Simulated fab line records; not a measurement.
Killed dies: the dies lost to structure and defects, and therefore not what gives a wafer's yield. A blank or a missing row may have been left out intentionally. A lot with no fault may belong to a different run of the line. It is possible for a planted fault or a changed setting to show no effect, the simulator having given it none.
Which tool did it?	flow n5Finfet	24 lots with 72 wafers sampled at 2 steps, on a route of 1938 steps

WHAT EACH GAUGE READ, for each wafer
N5_SDB_INSPECT_13: inspects for defects (brightfield). Usual: rawDefectCount 75, standard deviation 34.
lot	measured	on	rawDefectCount	flag
L074	day 3 19:16	defectInspect-01	48 103 88	
L075	day 4 02:20	defectInspect-02	62 101 211	
L076	day 4 08:46	defectInspect-02	46 54 51	
L077	day 4 14:05	defectInspect-01	57 157 117	
L078	day 4 18:43	defectInspect-01	95 61 48	
L079	day 5 01:34	defectInspect-02	78 40 105	
L080	day 5 09:47	defectInspect-01	82 88 121	
L081	day 5 12:14	defectInspect-02	48 54 147	
L082	day 5 18:40	defectInspect-01	46 56 58	
L083	day 6 01:01	defectInspect-01	120 63 77	
L084	day 6 07:46	defectInspect-02	91 74 82	
L085	day 6 13:09	defectInspect-02	67 126 75	
L086	day 7 00:13	defectInspect-01	36 49 55	
L087	day 7 01:05	defectInspect-01	52 61 70	
L088	day 7 08:10	defectInspect-01	89 85 75	
L089	day 7 14:21	defectInspect-02	45 85 34	
L090	day 7 19:24	defectInspect-01	59 156 85	
L091	day 8 00:42	defectInspect-02	104 106 110	
L092	day 8 05:59	defectInspect-01	142 66 122	
L093	day 8 11:29	defectInspect-01	67 52 78	
L094	day 8 17:29	defectInspect-01	35 70 67	
L095	day 8 22:58	defectInspect-02	52 49 113	
L096	day 9 08:55	defectInspect-01	81 37 50	
L097	day 9 11:08	defectInspect-01	41 49 53	

TOOL THAT RAN EACH LOT (tool first, then ch and the chambers of the sampled wafers, then the start)
lot	N5_ILD0_CMP_07
L074	cmp-03 ch 0,1,3, day 3 15:17
L075	cmp-02 ch 1,2,3, day 3 22:26
L076	cmp-04 ch 0,2, day 4 04:31
L077	cmp-03 ch 0,1, day 4 09:52
L078	cmp-03 ch 2,3, day 4 14:38
L079	cmp-02 ch 0,1,2, day 4 20:55
L080	cmp-02 ch 0,1,3, day 5 05:35
L081	cmp-02 ch 0,1,2, day 5 08:06
L082	cmp-03 ch 0,1,3, day 5 14:40
L083	cmp-02 ch 0,2,3, day 5 20:58
L084	cmp-04 ch 0,3, day 6 03:48
L085	cmp-03 ch 0,2,3, day 6 08:50
L086	cmp-04 ch 1,2,3, day 6 20:07
L087	cmp-04 ch 2,3, day 6 21:10
L088	cmp-04 ch 1,2, day 7 04:14
L089	cmp-02 ch 0,2,3, day 7 10:23
L090	cmp-04 ch 1,2, day 7 14:38
L091	cmp-04 ch 0,3, day 7 20:38
L092	cmp-02 ch 0,1,3, day 8 02:07
L093	cmp-02 ch 0,3, day 8 07:28
L094	cmp-04 ch 0,1,3, day 8 13:14
L095	cmp-02 ch 0,2,3, day 8 18:41
L096	cmp-04 ch 0,2,3, day 9 05:02
L097	cmp-03 ch 0,1,2, day 9 07:08
- N5_ILD0_CMP_07: polishes SiO2 flowable, stops on poly-Si, t overpolish 1.18 s, target thk 138.88 nm.

AS READ BY THE TOOLS THEMSELVES (means over the sampled wafers that have a number; for cases with no such wafer, the mark the record gives instead)
N5_ILD0_CMP_07. Usual: motorCurrentA 12.7 A, standard deviation 0.75.
lot	tool	motorCurrentA (A)	flag
L074	cmp-03	12.7	
L075	cmp-02	12.7	
L076	cmp-04	12.6	
L077	cmp-03	12.1	
L078	cmp-03	13.3	
L079	cmp-02	12.8	
L080	cmp-02	12.7	
L081	cmp-02	12.8	
L082	cmp-03	12.4	
L083	cmp-02	13.0	
L084	cmp-04	12.1	
L085	cmp-03	12.8	
L086	cmp-04	13.3	
L087	cmp-04	12.8	
L088	cmp-04	13.8	
L089	cmp-02	12.8	
L090	cmp-04	13.4	
L091	cmp-04	11.7	
L092	cmp-02	12.4	
L093	cmp-02	12.7	
L094	cmp-04	12.3	
L095	cmp-02	12.5	
L096	cmp-04	12.6	
L097	cmp-03	12.5	

THE ANSWER, worked out from the rows above alone
Rule: a lot is off if the mean of its wafers that have a number lies more than 3 standard deviations from the usual mean. A lot without any number at a reading at which 4 lots or more have one is off too. All remaining lots with rows at the step are treated as sound. First the gauges in route order, then the tools' own readings, where a lot's mean is used as printed above. At the first step where some lot is off, the reading lying furthest off is the one used; lots without a number count as furthest.
No lot is off on any of the readings shown, so nothing can be concluded from this.

WHAT WAS PUT IN BY THE SIMULATOR
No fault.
